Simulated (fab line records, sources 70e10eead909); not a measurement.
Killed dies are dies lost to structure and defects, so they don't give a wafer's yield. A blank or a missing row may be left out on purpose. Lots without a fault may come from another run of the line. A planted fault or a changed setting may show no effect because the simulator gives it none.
fab line records | flow nand_harc
record lots=13 wafers=38 last_day=33
route steps=1302 shown P_BONDPAD@380 A_ONON_D1@447 A_CHANNEL_HOLE_D1@457
lots that met no fault: from a run of the same line without faults
start_h: hours from the record's first day to the start of the lot's first wafer shown | wait_h: hours since the lot's step before | " the same as in the row above | L1.1+2: a row that stands for several wafers | - no value, or no start given | * or withheld: withheld | < > ~ a bound
route shown NAME@n: a module of which the file shows steps, and the number in the route of the first | usual: mean/standard deviation of fault-free wafers | same: alike in all rows | chamber/n: place in a boat | sites: the reading at each site | _std_site: their standard deviation | _edge_site: outer sites' mean less inner sites' | radius_mm: how far each site lies from the wafer's centre | mask NAME#n: copy n | behind: the tool/chamber that last shaped the wafer | hold: why the lot was held/for how many hours/how that ended | device: the transistor (n, p or np) that didn't switch | end of line: the same wafers' tests at the end of the route | a step without rows: its recipe alone | killed: dies lost to structure and defects at the first sort, not the wafer's yield | map: a wafer's dies, x killed, . not, _ none there
set.NAME: the setting as run; set.NAME@STEP: as run at that earlier step | model.NAME: the simulator's own value behind a step, which no gauge read
steps of the route over a sample of lots; a table a step, a row a wafer
services: from which hour (start_h, from the record's first day; less than 0 if before it) a tool's chamber was out of use, for how many hours, and why
## steps
# step NHARC_P_BONDPAD_CMP_19
# recipe t_overpolish_s=30 cu_recess_touch_s=16 target_thk_nm=160.81
# usual motor_current_A=12.0/1.1 overpolish_run_s=30.000/0.0087 slurry_flow_ml_min=149.9/0.52
# columns lot.wafer tool chamber start_h wait_h motor_current_A overpolish_run_s slurry_flow_ml_min
L929.2 cmp-04 1 153.52 - 10.9 29.991 150.9
L929.5 " 1 " " 10.9 30.002 150.6
L929.6 " 2 " " 10.8 30.001 149.7
L930.4 cmp-01 0 169.02 - 12.0 29.998 150.7
L930.1 " 3 " " 12.8 30.020 150.7
L930.5 " 0 " " 11.6 30.005 151.2
L936.3 cmp-04 0 230.57 - 12.4 29.984 150.1
L936.1 " 1 " " 10.7 30.008 150.2
L936.6 " 0 " " 11.7 29.990 150.2
L937.2 cmp-04 0 240.73 - 12.3 29.986 149.9
L937.5 " 1 " " 10.9 30.001 149.4
L940.3 cmp-02 2 266.02 - 11.2 29.992 150.1
L940.4 " 3 " " 15.5 29.999 150.4
L940.6 " 1 " " 12.4 30.006 149.7
L942.4 cmp-02 3 287.56 - 14.4 30.005 150.5
L942.1 " 0 " " 11.9 30.011 149.9
L942.2 " 2 " " 11.1 29.998 149.7
L943.3 cmp-02 0 299.15 - 12.3 30.008 149.1
L943.4 " 2 " " 11.0 30.005 149.9
L943.5 " 0 " " 12.4 30.004 149.4
L945.2 cmp-02 0 325.05 - 11.9 29.993 149.9
L945.3 " 1 " " 12.1 30.013 150.0
L945.1 " 2 " " 10.9 29.992 149.7
L947.3 cmp-04 0 330.68 - 13.6 29.998 149.1
L947.6 " 0 " " 12.3 30.007 149.4
L947.5 " 1 " " 10.3 30.002 149.9
L946.4 cmp-02 2 331.54 - 10.9 29.982 150.0
L946.1 " 0 " " 12.2 30.010 150.3
L946.5 " 3 " " 14.3 30.000 150.1
L948.2 cmp-04 1 343.10 - 9.8 29.989 149.7
L948.4 " 3 " " 13.0 29.987 149.6
L948.6 " 2 " " 10.8 29.992 150.0
L950.1 cmp-04 1 359.45 - 11.2 30.023 149.8
L950.2 " 3 " " 13.9 29.998 150.0
L950.6 " 1 " " 10.5 30.009 149.2
L949.1 cmp-02 0 360.39 - 12.0 30.005 149.3
L949.2 " 1 " " 11.9 30.016 149.6
L949.5 " 1 " " 12.0 30.012 150.9
# step NHARC_A_ONON_D1_THK_MEAS_34
# recipe thk_meas_gauge=ellipsometry
# usual thk_nm=200.2/2.4
# columns lot.wafer tool chamber start_h wait_h thk_nm
L929.2 film_metro-02 - 187.65 - 197.7
L929.5 " - " " 201.1
L929.6 " - " " 200.7
L930.1 film_metro-02 - 206.27 - 198.9
L930.4 " - " " 200.1
L930.5 " - " " 200.4
L936.1 film_metro-01 - 271.94 - 198.8
L936.3 " - " " 194.5
L936.6 " - " " 199.0
L937.2 film_metro-01 - 279.03 - 197.0
L937.5 " - " " 203.8
L940.3 film_metro-01 - 306.84 - 201.8
L940.4 " - " " 203.4
L940.6 " - " " 202.0
L942.1 film_metro-01 - 329.17 0.4 197.3
L942.2 " - " " 198.0
L942.4 " - " " 199.9
L943.3 film_metro-01 - 337.69 - 202.8
L943.4 " - " " 203.8
L943.5 " - " " 202.4
L945.1 film_metro-01 - 364.35 - 197.8
L945.2 " - " " 199.8
L945.3 " - " " 203.1
L947.3 film_metro-01 - 371.81 - 202.0
L947.5 " - " " 201.3
L947.6 " - " " 202.6
L946.1 film_metro-01 - 371.96 - 199.0
L946.4 " - " " 198.4
L946.5 " - " " 197.7
L948.2 film_metro-02 - 388.47 - 198.5
L948.4 " - " " 200.2
L948.6 " - " " 196.4
L950.1 film_metro-02 - 403.76 - 196.2
L950.2 " - " " 196.4
L950.6 " - " " 200.5
L949.1 film_metro-02 - 403.79 - 197.1
L949.2 " - " " 199.2
L949.5 " - " " 200.3
# step NHARC_A_CHANNEL_HOLE_D1_SOFTBAKE_05
# recipe temp_c=105 time_s=55
# usual chill_plate_temp_C=22.99/0.1 heater_power_total_W=188.43/0.13 plate_temp_C=105.03/0.13
# columns lot.wafer tool chamber start_h wait_h chill_plate_temp_C heater_power_total_W plate_temp_C
L929.2 litho_track-06 0 190 - 23.07 188.59 105.09
L929.5 " 0 " " 23.04 188.52 105.08
L929.6 " 0 " " 23.08 188.38 105.01
L930.1 litho_track-04 0 211 - 23.09 188.29 104.96
L930.4 " 0 " " 23.16 188.30 105.09
L930.5 " 0 " " 23.09 188.39 104.90
L936.1 litho_track-01 0 275 - 22.91 188.29 104.94
L936.3 " 0 " " 22.93 188.31 104.94
L936.6 " 0 " " 22.91 194.38 -
L937.2 litho_track-01 0 281 - 22.90 188.37 104.92
L937.5 " 0 " " 23.16 194.37 -
L940.3 litho_track-01 0 309 - 22.93 188.37 104.83
L940.4 " 0 " " 23.07 188.43 104.89
L940.6 " 0 " " 23.06 194.52 -
L942.1 litho_track-04 0 331 - 23.12 188.72 104.80
L942.2 " 0 " " 22.98 188.35 104.83
L942.4 " 0 " " 23.13 188.51 104.95
L943.3 litho_track-06 0 343 - 22.94 188.45 104.99
L943.4 " 0 " " 22.89 188.69 104.90
L943.5 " 0 " " 22.99 188.40 105.09
L945.1 litho_track-06 0 366 - 22.98 188.35 105.00
L945.2 " 0 " " 22.99 188.46 105.10
L945.3 " 0 " " 22.90 188.40 104.84
L947.3 litho_track-06 0 374 - 22.85 188.30 105.09
L947.5 " 0 " " 22.89 188.40 105.05
L947.6 " 0 " " 22.86 188.38 105.00
L946.1 litho_track-01 0 374 - 22.98 188.39 104.97
L946.4 " 0 " " 23.01 188.48 104.96
L946.5 " 0 " " 23.02 188.37 104.93
L948.2 litho_track-04 0 390 - 22.88 188.32 105.17
L948.4 " 0 " " 22.96 188.29 104.97
L948.6 " 0 " " 22.81 188.43 105.07
L950.1 litho_track-06 0 408 - 22.65 188.34 105.27
L950.2 " 0 " " 22.81 188.47 105.17
L950.6 " 0 " " 22.80 188.52 105.19
L949.1 litho_track-01 0 408 - 23.03 188.38 105.14
L949.2 " 0 " " 22.81 188.38 105.05
L949.5 " 0 " " 22.91 188.38 105.01
# step NHARC_A_CHANNEL_HOLE_D1_STRIP_27
# recipe o2_flow_sccm=500 ar_flow_sccm=0 bias_w=0 chemistry=O2
# usual drypump_motor_current_A=5.5/0.3 oes_product_au=1.002/0.011 rf_vpp_V=57.8/0.91 showerhead_plenum_p_Torr=3.50/0.11 throttle_valve_pct=17.036/0.0089
# columns lot.wafer tool chamber start_h wait_h drypump_motor_current_A oes_product_au rf_hours_counter_h rf_vpp_V showerhead_plenum_p_Torr throttle_valve_pct
L929.2 rie_diel-04 3 - - 5.6 1.001 3 57.4 3.62 17.052
L929.6 " 1 " " 5.5 1.002 - 59.4 3.75 17.029
L929.5 " 2 " " 5.7 0.992 - 58.6 3.61 17.034
L930.1 rie_diel-10 3 - - 5.7 0.997 14 58.3 3.43 17.035
L930.4 " 2 " " 5.6 1.018 13 60.0 3.48 17.043
L930.5 " 0 " " 5.3 1.011 - 57.8 3.62 17.036
L936.1 rie_diel-10 2 - - 5.6 1.009 2 58.2 3.48 17.047
L936.3 " 3 " " 5.8 1.010 2 58.1 3.43 17.024
L936.6 " 2 " " 5.6 1.007 - 57.6 3.48 17.034
L937.2 rie_diel-01 0 - - 5.7 1.016 24 59.3 3.44 17.041
L937.5 " 1 " " 6.2 0.992 - 57.0 3.31 17.037
L940.3 rie_diel-10 0 - - 5.3 1.003 5 58.1 3.62 17.038
L940.4 " 0 " " 5.3 0.992 - 57.7 3.62 17.036
L940.6 " 1 " " 5.1 1.014 - 57.3 3.39 17.030
L942.4 rie_diel-10 3 - - 5.7 0.990 7 56.9 3.43 17.034
L942.2 " 0 " " 5.3 1.000 8 58.5 3.62 17.037
L942.1 " 1 " " 5.1 1.006 8 58.0 3.39 17.016
L943.4 rie_diel-10 1 - - 5.1 1.016 9 58.4 3.39 17.045
L943.3 " 2 " " 5.6 0.982 8 56.8 3.47 17.032
L943.5 " 0 " " 5.3 1.004 - 57.6 3.62 17.024
L945.2 rie_diel-10 2 - - 5.6 0.985 10 56.7 3.47 17.045
L945.3 " 3 " " 5.8 0.991 10 58.2 3.43 17.055
L945.1 " 0 " " 5.3 1.013 11 58.4 3.61 17.048
L947.3 rie_diel-10 2 - - 5.6 0.987 11 59.1 3.47 17.045
L947.5 " 1 " " 5.1 1.010 - 57.3 3.38 17.047
L947.6 " 2 " " 5.6 0.993 - 57.8 3.47 17.042
L946.4 rie_diel-10 1 - - 5.1 1.015 12 57.0 3.38 17.041
L946.1 " 2 " " 5.6 0.982 11 57.0 3.47 17.033
L946.5 " 0 " " 5.3 1.005 - 57.8 3.61 17.029
L948.4 rie_diel-10 1 - - 5.1 1.009 13 58.4 3.38 17.028
L948.2 " 3 " " 5.8 1.000 12 57.3 3.43 17.034
L948.6 " 1 " " 5.1 1.010 - 55.1 3.38 17.025
L950.2 rie_diel-04 0 - - 5.8 1.005 15 57.2 3.73 17.038
L950.1 " 2 " " 5.7 1.002 16 58.7 3.57 17.045
L950.6 " 3 " " 5.6 1.004 - 57.1 3.58 17.027
L949.2 rie_diel-10 3 - - 5.8 1.001 13 57.1 3.43 17.041
L949.1 " 0 " " 5.3 0.990 15 58.9 3.61 17.046
L949.5 " 2 " " 5.6 0.997 - 58.5 3.47 17.038
## services
# columns tool chamber start_h hours kind
cmp-02 - 135.95 4.0 pm
litho_track-01 - 155.00 7.0 pm
rie_diel-04 - 177.90 9.0 pm
litho_track-06 - 179.00 7.0 pm
cmp-02 - 179.38 1.3 repair
cmp-02 - 181.14 1.7 repair
cmp-02 - 186.85 2.1 repair
cmp-02 - 191.28 0.4 repair
litho_track-04 - 203.00 7.0 pm
cmp-04 - 205.41 3.3 repair
cmp-04 - 209.07 4.0 pm
cmp-02 - 233.95 4.0 pm
rie_diel-04 - 237.96 0.3 repair
cmp-04 - 241.42 1.3 repair
rie_diel-10 - 242.50 9.0 pm
rie_diel-10 - 262.75 0.5 repair
cmp-04 - 301.89 1.9 repair
cmp-04 - 307.07 4.0 pm
rie_diel-10 3 313.89 4.2 repair
litho_track-01 - 330.00 7.0 pm
cmp-02 - 331.95 4.0 pm
litho_track-06 - 354.00 7.0 pm
litho_track-04 - 378.00 7.0 pm
cmp-04 - 405.07 4.0 pm
## key
first_sign step=NHARC_A_CHANNEL_HOLE_D1_SOFTBAKE_05 reading=heater_power_total_W direction=up sigmas=47 usual=* struck=*
effect none on later readings
met_at NHARC_A_CHANNEL_HOLE_D1_SOFTBAKE_05
struck_lots L936,L937,L940
struck_wafers L936.6,L937.5,L940.6
tester_left_out L936,L937,L940
not_acting_at NHARC_P_BONDPAD_CMP_19,NHARC_A_ONON_D1_THK_MEAS_34,NHARC_A_CHANNEL_HOLE_D1_STRIP_27
fault kind=process_parameter_drift tool=litho_track-01 chamber=- onset_h=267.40 steps=NHARC_A_CHANNEL_HOLE_D1_SOFTBAKE_05 channel=time_s offset=* shape=step end_h=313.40 scope=struck_wafers_only acts_in=* stated=*
# tester_left_out: of these lots the tester's yield and bins aren't shown, on N5 and GAA mostly nor the transistor test; their killed dies are dies lost to structure and defects alone, not to doping, threshold or leakage, so they don't give the yield
